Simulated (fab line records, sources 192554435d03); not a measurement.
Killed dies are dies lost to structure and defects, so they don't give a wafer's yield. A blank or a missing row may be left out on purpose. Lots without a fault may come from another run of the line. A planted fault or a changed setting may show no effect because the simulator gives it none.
Chamber matching | flow n5_finfet | N5_BEOL_M5_ETCH_62 on rie_diel-03: 4 sister chambers
The step etches SOC in N2/H2, target depth 75 nm, overetch 15 nm, time 112.5 s. 8 wafers are shown with their chamber, then 10 later ones without.

WAFERS WITH THEIR CHAMBER
wafer  | chamber | showerhead_plenum_p_Torr (Torr) | drypump_motor_current_A (A)
L081.3 | 0       | 2.35                            | 5.7
L085.3 | 0       | 2.35                            | 5.7
L085.5 | 1       | 2.53                            | 5.6
L090.2 | 3       | 2.43                            | 5.7
L090.3 | 1       | 2.52                            | 5.6
L090.6 | 2       | 2.63                            | 5.1
L092.1 | 3       | 2.43                            | 5.7
L092.3 | 2       | 2.63                            | 5.2

WAFERS WITHOUT THEIR CHAMBER
wafer  | showerhead_plenum_p_Torr (Torr) | drypump_motor_current_A (A)
L092.6 | 2.42                            | 5.7
L093.1 | 2.63                            | 5.1
L093.3 | 2.52                            | 5.6
L093.6 | 2.63                            | 5.1
L095.1 | 2.42                            | 5.7
L095.2 | 2.52                            | 5.6
L095.5 | 2.42                            | 5.7
L096.1 | 2.52                            | 5.6
L096.3 | 2.34                            | 5.7
L096.4 | 2.42                            | 5.7

WHICH CHAMBER EACH WENT THROUGH
wafer  | from the rows above | in truth
L092.6 | 3                   | 3
L093.1 | 2                   | 2
L093.3 | 1                   | 1
L093.6 | 2                   | 2
L095.1 | 3                   | 3
L095.2 | 1                   | 1
L095.5 | 3                   | 3
L096.1 | 1                   | 1
L096.3 | 0                   | 0
L096.4 | 3                   | 3
Placed correctly: 10 of 10. Can't be placed from these rows: 0. Placed wrongly: 0.
How it was worked out, from the rows above alone: a wafer's distance from a chamber is the root of the sum, over the readings, of the square of ((its reading less the chamber's mean) divided by the reading's scatter). The wafer belongs to the nearest chamber; if the next one is less than 2 further off, it can't be placed. A chamber's mean is the mean of its shown wafers. The scatter: the root of (the sum of the squares of (reading less its chamber's mean) over the shown wafers, divided by (wafers less chambers)).
